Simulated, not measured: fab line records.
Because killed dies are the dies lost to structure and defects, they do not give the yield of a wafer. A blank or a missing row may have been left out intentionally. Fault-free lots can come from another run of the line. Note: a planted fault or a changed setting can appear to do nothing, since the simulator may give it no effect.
Chamber matching	flow nand_harc	NHARC_A_WL_FILL_ALD_10 on ald_hk-04 has 4 sister chambers
The step deposits SiO2, target thk 50 nm, pulse time 10 s, ald cycles 500. 4 wafers are shown with their chamber, then 9 later ones without.

WAFERS PAIRED WITH THEIR CHAMBERS
wafer	chamber	heater_power_w (W)
L084.6	3	457
L091.4	0	483
L091.5	2	475
L091.6	1	411

WAFERS WITHOUT THEIR CHAMBER
wafer	heater_power_w (W)
L094.1	462
L094.3	423
L094.6	466
L096.3	456
L096.1	428
L096.2	471
L097.1	476
L097.3	491
L097.4	420

EACH ONE'S CHAMBER
wafer	from the rows above	in truth
L094.1	can't be placed: 3 or 2 or 0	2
L094.3	1	1
L094.6	can't be placed: 2 or 3 or 0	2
L096.3	3	3
L096.1	can't be placed: 1 or 3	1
L096.2	can't be placed: 2 or 0 or 3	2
L097.1	can't be placed: 2 or 0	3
L097.3	can't be placed: 0 or 2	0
L097.4	1	1
Placed correctly: 3 of 9. These rows do not allow placing 6 (true chamber among the candidates in 5). Wrongly placed: 0.
How it was worked out, from the rows above alone: a wafer's distance from a chamber is the root of the sum, over the readings, of the square of ((its reading less the chamber's mean) divided by the reading's scatter). If the next closest chamber is less than 2 further off than the closest, the wafer can't be placed; otherwise it belongs to the closest. For every chamber, the mean is computed from those of its wafers that are shown. The scatter: with one shown wafer a chamber, the root of the mean of the squares of how far each hidden wafer lies from its nearest shown one.
